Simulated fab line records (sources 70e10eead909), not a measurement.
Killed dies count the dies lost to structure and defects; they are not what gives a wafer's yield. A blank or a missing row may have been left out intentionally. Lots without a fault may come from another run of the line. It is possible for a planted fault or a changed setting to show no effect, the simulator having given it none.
Chamber matching | flow nandHarc | NHARC_A_BONDPAD_DESCUM_11 on rieDiel-06: 4 sister chambers
The step chemistry O2, time 3 s. 18 wafers are shown with their chamber, then 9 later ones without.

WAFERS, EACH WITH ITS CHAMBER
wafer  | chamber | showerheadPlenumPTorr (Torr) | drypumpMotorCurrentA (A) | oesProductAu (a.u.)
L141.1 | 1       | 1.78                         | 6.1                      | 0.993
L141.4 | 0       | 2.02                         | 5.0                      | 0.982
L141.5 | 1       | 1.78                         | 6.1                      | 0.991
L145.3 | 0       | 2.01                         | 5.0                      | 0.994
L145.5 | 2       | 1.93                         | 5.0                      | 0.986
L145.6 | 3       | 1.92                         | 6.3                      | 0.989
L146.1 | 2       | 1.93                         | 5.0                      | 0.975
L146.2 | 0       | 2.01                         | 5.0                      | 0.981
L146.5 | 0       | 2.01                         | 5.0                      | 0.977
L148.2 | 1       | 1.78                         | 6.1                      | 1.014
L148.4 | 3       | 1.92                         | 6.3                      | 0.995
L148.5 | 2       | 1.93                         | 4.9                      | 0.997
L151.1 | 3       | 1.92                         | 6.3                      | 1.002
L151.2 | 1       | 1.78                         | 6.1                      | 1.016
L151.4 | 2       | 1.93                         | 5.0                      | 0.994
L153.1 | 3       | 1.92                         | 6.3                      | 0.994
L153.3 | 1       | 1.78                         | 6.1                      | 1.026
L153.6 | 2       | 1.93                         | 4.9                      | 0.981

SIGNATURES (averages over the wafers above)
reading               | chamber 0 | chamber 1 | chamber 2 | chamber 3 | scatter within a chamber
showerheadPlenumPTorr | 2.0125    | 1.7800    | 1.9300    | 1.9200    | 0.00231
drypumpMotorCurrentA  | 5.000     | 6.100     | 4.960     | 6.300     | 0.0293
oesProductAu          | 0.98350   | 1.00800   | 0.98660   | 0.99500   | 0.0104
Rule: distance of a wafer from a chamber = root of the sum over the readings of ((wafer's reading minus chamber's mean) / reading's scatter) squared. The wafer belongs to the nearest chamber; if the next one is less than 2 further off, it can't be placed. The scatter: the root of (the sum of the squares of (reading less its chamber's mean) over the shown wafers, divided by (wafers less chambers)).

WAFERS WHOSE CHAMBER IS MISSING
wafer  | showerheadPlenumPTorr (Torr) | drypumpMotorCurrentA (A) | oesProductAu (a.u.)
L155.1 | 1.93                         | 5.0                      | 0.978
L155.2 | 1.78                         | 6.1                      | 1.010
L155.4 | 2.01                         | 5.0                      | 0.976
L159.3 | 1.92                         | 6.3                      | 0.985
L159.5 | 2.01                         | 5.0                      | 0.989
L159.6 | 1.78                         | 6.1                      | 1.005
L158.2 | 1.93                         | 5.0                      | 0.973
L158.4 | 1.92                         | 6.3                      | 0.980
L158.5 | 1.92                         | 6.3                      | 0.996

WHICH CHAMBER EACH WENT THROUGH
wafer  | from the rows above | in truth
L155.1 | 2                   | 2
L155.2 | 1                   | 1
L155.4 | 0                   | 0
L159.3 | 3                   | 3
L159.5 | 0                   | 0
L159.6 | 1                   | 1
L158.2 | 2                   | 2
L158.4 | 3                   | 3
L158.5 | 3                   | 3
Placed correctly: 9 of 9. Not placeable from these rows: 0. 0 placed wrongly.
